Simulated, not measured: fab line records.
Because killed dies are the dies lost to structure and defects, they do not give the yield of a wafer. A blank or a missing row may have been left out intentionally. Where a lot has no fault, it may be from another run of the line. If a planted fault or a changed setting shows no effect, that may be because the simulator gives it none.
Chamber matching :: flow n5 finfet :: 4 sister chambers for N5_BEOL_M5_ALD_86 on ald metal-02
The step deposits TaN, pulse time 2 s, purge time 3 s, co reactant purge time 2 s. 8 wafers are shown with their chamber, then 6 later ones without.

EACH WAFER AND ITS CHAMBER
wafer: L232.4
chamber: 1
heater power w (W): 424
susceptor temp C (C): 275.19

wafer: L235.4
chamber: 3
heater power w (W): 326
susceptor temp C (C): 274.87

wafer: L236.4
chamber: 1
heater power w (W): 425
susceptor temp C (C): 274.85

wafer: L236.5
chamber: 2
heater power w (W): 437
susceptor temp C (C): 274.97

wafer: L241.1
chamber: 2
heater power w (W): 430
susceptor temp C (C): 275.21

wafer: L241.5
chamber: 0
heater power w (W): 378
susceptor temp C (C): 275.21

wafer: L242.5
chamber: 0
heater power w (W): 377
susceptor temp C (C): 274.83

wafer: L242.6
chamber: 3
heater power w (W): 328
susceptor temp C (C): 275.00

WAFERS WHOSE CHAMBER IS MISSING
wafer: L251.1
heater power w (W): 384
susceptor temp C (C): 274.93

wafer: L251.4
heater power w (W): 322
susceptor temp C (C): 274.96

wafer: L251.5
heater power w (W): 391
susceptor temp C (C): 274.98

wafer: L253.1
heater power w (W): 434
susceptor temp C (C): 275.28

wafer: L253.2
heater power w (W): 381
susceptor temp C (C): 275.14

wafer: L253.6
heater power w (W): 416
susceptor temp C (C): 274.97

WHICH CHAMBER EACH ONE RAN IN
wafer: L251.1
from the rows above: 0
in truth: 0

wafer: L251.4
from the rows above: 3
in truth: 3

wafer: L251.5
from the rows above: 0
in truth: 0

wafer: L253.1
from the rows above: 2
in truth: 2

wafer: L253.2
from the rows above: 0
in truth: 0

wafer: L253.6
from the rows above: 1
in truth: 1
6 of 6 placed correctly. Left unplaced by these rows: 0. 0 placed wrongly.
How it was worked out, from the rows above alone: a wafer's distance from a chamber is the root of the sum, over the readings, of the square of ((its reading less the chamber's mean) divided by the reading's scatter). If the next closest chamber is less than 2 further off than the closest, the wafer can't be placed; otherwise it belongs to the closest. For every chamber, the mean is computed from those of its wafers that are shown. The scatter: take each reading less its chamber's mean, square it, sum over the shown wafers, divide by the number of wafers less the number of chambers, and take the root.
